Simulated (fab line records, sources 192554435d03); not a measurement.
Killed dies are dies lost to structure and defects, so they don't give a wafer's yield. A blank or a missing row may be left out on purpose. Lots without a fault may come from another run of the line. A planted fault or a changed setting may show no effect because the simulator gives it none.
One fault seen from 3 desks | flow n5_finfet | each desk has only its own numbers; what lay behind them comes last

THE METROLOGY DESK
What the gauges read, lot by lot, whatever tool the lot ran on: means of the sampled wafers that have a number. A lot is out of limits, marked OUT, if its mean lies more than 4 standard deviations from the usual mean; the brackets give that distance. Of its 10 readings 7 are shown: those that lie furthest out on some lot.
Columns: A = DIBL_N at N5_BEOL_M4_RC_MEAS_101, usual 36.2 mV/V; B = IOFF_N at N5_BEOL_M4_RC_MEAS_101, usual 0.16 nA/um; C = ION_N at N5_BEOL_M4_RC_MEAS_101, usual 672 uA/um; D = SS_N at N5_BEOL_M4_RC_MEAS_101, usual 71.4 mV/dec; E = SS_P at N5_BEOL_M4_RC_MEAS_101, usual 73.2 mV/dec; F = VT_N at N5_BEOL_M4_RC_MEAS_101, usual 250 mV; G = VT_P at N5_BEOL_M4_RC_MEAS_101, usual -250 mV
lot  | first seen here | A    | B    | C   | D    | E    | F   | G
L133 | day 8 11:39     | 36.6 | 0.16 | 672 | 71.7 | 73.6 | 249 | -250
L137 | day 10 01:50    | 36.8 | 0.16 | 662 | 71.9 | 73.6 | 250 | -250
L141 | day 10 18:22    | 35.8 | 0.16 | 674 | 71.7 | 73.5 | 248 | -249
L142 | day 10 21:54    | 36.0 | 0.16 | 678 | 71.8 | 73.0 | 250 | -246
L146 | day 12 06:14    | 37.7 | 0.20 | 683 | 71.9 | 74.1 | 245 | -248
L147 | day 12 12:28    | 34.6 | 0.14 | 656 | 71.1 | 72.8 | 251 | -251
L149 | day 12 22:08    | 34.9 | 0.15 | 675 | 71.2 | 73.0 | 250 | -246
L152 | day 13 06:59    | 35.6 | 0.15 | 665 | 71.4 | 73.1 | 252 | -249
L151 | day 13 17:14    | 38.8 | 0.17 | 660 | 71.6 | 73.0 | 249 | -249
L153 | day 14 11:01    | 34.7 | 0.13 | 670 | 70.5 | 72.3 | 254 | -251
L154 | day 15 03:51    | 36.6 | 0.16 | 678 | 72.0 | 73.1 | 249 | -248
This desk's finding: nothing out of limits on any of the 11 lots.

THE DEFECT DESK
What the inspections along the route counted, lot by lot: means of the sampled wafers that have a number. A lot is out of limits, marked OUT, if its mean lies more than 4 standard deviations from the usual mean; the brackets give that distance.
Columns: A = raw_defect_count at N5_HKMG_FIN_INSPECT_61, usual 2.0
lot  | first seen here | A
L133 | day 4 12:41     | 1.0
L137 | day 5 16:51     | 1.0
L141 | day 6 16:26     | 1.0
L142 | day 6 19:43     | 3.0
L146 | day 7 20:02     | 3.0
L147 | day 8 06:58     | 2.7
L149 | day 8 18:39     | 1.7
L151 | day 9 02:42     | 2.0
L152 | day 9 08:34     | 1.3
L153 | day 9 13:04     | 1.3
L154 | day 9 20:41     | 1.7
This desk's finding: nothing out of limits on any of the 11 lots.

THE TOOL OWNER'S DESK: ald_metal-01
The tool's own readings at N5_HKMG_FIN_ALD_79 (deposits TiN, target thk 1.5 nm, pulse time 1 s, purge time 3 s): means of the sampled wafers that have a number, for each lot that ran on this tool. A lot is out of limits, marked OUT, if its mean lies more than 4 standard deviations from the usual mean; the brackets give that distance.
Columns: A = heater_power_w at N5_HKMG_FIN_ALD_79, usual 873 W; B = precursor_pulse_height_rel at N5_HKMG_FIN_ALD_79, usual 1.000
lot  | first seen here | A   | B
L137 | day 5 19:00     | 960 | 1.002
L141 | day 6 17:55     | 938 | 0.993
L142 | day 6 21:07     | 757 | 1.006
L151 | day 9 04:10     | 861 | 1.006
L152 | day 9 09:58     | 811 | 0.984
L153 | day 9 14:28     | 792 | 0.982
L154 | day 9 22:05     | 803 | 0.981
This desk's finding: nothing out of limits on any of the 7 lots.

PUT TOGETHER
The metrology desk saw nothing out of limits.
The defect desk saw nothing out of limits.
The tool owner's desk saw nothing out of limits.

WHAT THE SIMULATOR HAD PUT IN
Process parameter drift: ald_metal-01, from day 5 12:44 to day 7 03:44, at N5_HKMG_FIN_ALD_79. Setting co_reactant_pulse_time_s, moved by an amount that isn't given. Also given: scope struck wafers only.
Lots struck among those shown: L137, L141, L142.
